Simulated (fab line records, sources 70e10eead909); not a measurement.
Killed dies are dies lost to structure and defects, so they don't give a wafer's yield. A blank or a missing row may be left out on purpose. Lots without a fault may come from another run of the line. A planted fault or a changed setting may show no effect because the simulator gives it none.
Chamber matching | flow nand_harc | NHARC_A_STAIRCASE_DESCUM_291 on rie_diel-03: 4 sister chambers
The step chemistry O2, time 3 s. 8 wafers are shown with their chamber, then 10 later ones without.

WAFERS WITH THEIR CHAMBER
wafer  | chamber | showerhead_plenum_p_Torr (Torr) | rf_vpp_V (V)
L079.5 | 2       | 1.87                            | 56.9
L081.3 | 2       | 1.87                            | 57.4
L082.6 | 3       | 1.90                            | 57.4
L083.1 | 1       | 2.05                            | 58.3
L083.4 | 0       | 1.91                            | 57.5
L083.5 | 3       | 1.89                            | 58.0
L088.4 | 1       | 2.05                            | 58.0
L088.5 | 0       | 1.90                            | 57.3

WAFERS WITHOUT THEIR CHAMBER
wafer  | showerhead_plenum_p_Torr (Torr) | rf_vpp_V (V)
L088.6 | 2.05                            | 58.3
L091.2 | 1.89                            | 57.4
L091.3 | 2.05                            | 58.3
L091.5 | 2.05                            | 57.3
L089.4 | 1.89                            | 57.2
L089.5 | 2.05                            | 58.0
L089.6 | 1.90                            | 56.2
L092.3 | 1.90                            | 57.8
L092.5 | 2.05                            | 57.6
L092.6 | 1.86                            | 56.8

WHICH CHAMBER EACH WENT THROUGH
wafer  | from the rows above     | in truth
L088.6 | 1                       | 1
L091.2 | can't be placed: 3 or 0 | 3
L091.3 | 1                       | 1
L091.5 | 1                       | 1
L089.4 | can't be placed: 3 or 0 | 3
L089.5 | 1                       | 1
L089.6 | can't be placed: 0 or 3 | 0
L092.3 | can't be placed: 3 or 0 | 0
L092.5 | 1                       | 1
L092.6 | 2                       | 2
Placed correctly: 6 of 10. Can't be placed from these rows: 4 (the true chamber is among the candidates in 4). Placed wrongly: 0.
How it was worked out, from the rows above alone: a wafer's distance from a chamber is the root of the sum, over the readings, of the square of ((its reading less the chamber's mean) divided by the reading's scatter). The wafer belongs to the nearest chamber; if the next one is less than 2 further off, it can't be placed. A chamber's mean is the mean of its shown wafers. The scatter: the root of (the sum of the squares of (reading less its chamber's mean) over the shown wafers, divided by (wafers less chambers)).
